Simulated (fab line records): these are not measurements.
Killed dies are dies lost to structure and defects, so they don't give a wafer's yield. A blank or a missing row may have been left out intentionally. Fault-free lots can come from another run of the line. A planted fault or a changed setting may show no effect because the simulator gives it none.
Matching of chambers ; flow nand_harc ; NHARC_HYBRID_BOND_ACTIVATE_00 on rie_diel-12 has 4 sister chambers
The step chemistry N2, time 60 s. 16 wafers are shown with their chamber, then 8 later ones without.

## WAFERS, EACH WITH ITS CHAMBER
wafer;chamber;drypump_motor_current_A (A);n2_flow_sccm (sccm);oes_product_au (a.u.)
L845.3;0;6.8;200.5;1.001
L845.5;2;5.7;199.7;1.009
L845.6;1;6.4;199.2;1.010
L846.3;2;5.7;199.3;1.003
L846.5;3;6.0;199.9;1.004
L846.6;0;6.8;200.8;0.997
L850.1;3;6.0;199.6;1.009
L850.3;2;5.7;200.5;1.008
L850.5;3;5.9;199.9;1.007
L849.1;0;6.8;200.4;0.992
L849.2;1;6.4;200.6;0.993
L849.4;2;5.7;199.3;1.005
L854.3;2;5.7;199.9;0.995
L854.4;0;6.8;200.0;1.019
L854.5;1;6.4;199.2;0.992
L858.3;1;6.4;200.2;0.974

SIGNATURES (averages over the wafers above)
reading;chamber 0;chamber 1;chamber 2;chamber 3;scatter within a chamber
drypump_motor_current_A;6.800;6.400;5.700;5.967;0.0236
n2_flow_sccm;200.425;199.800;199.740;199.800;0.492
oes_product_au;1.00225;0.99225;1.00400;1.00667;0.01
Rule: a wafer's distance from a chamber is the root of the sum, over the readings, of the square of ((its reading less the chamber's mean) divided by the reading's scatter). The wafer belongs to the nearest chamber; if the next one is less than 2 further off, it can't be placed. The scatter is the square root of a quotient: the sum, over the shown wafers, of each reading's squared deviation from its chamber's mean, divided by wafers minus chambers.

## WAFERS WITHOUT THEIR CHAMBER
wafer;drypump_motor_current_A (A);n2_flow_sccm (sccm);oes_product_au (a.u.)
L858.4;6.0;200.3;0.973
L858.6;5.7;200.5;0.985
L862.1;6.4;198.9;0.998
L862.2;6.8;200.3;1.028
L862.5;6.0;200.3;0.980
L866.1;6.4;200.4;0.983
L866.3;6.8;199.7;1.007
L866.4;6.8;199.0;1.005

## THE CHAMBER EACH PASSED THROUGH
wafer;from the rows above;in truth
L858.4;3;3
L858.6;2;2
L862.1;1;1
L862.2;0;0
L862.5;3;3
L866.1;1;1
L866.3;0;0
L866.4;0;0
Correct placement for 8 of the 8. Left unplaced by these rows: 0. Wrongly placed: 0.
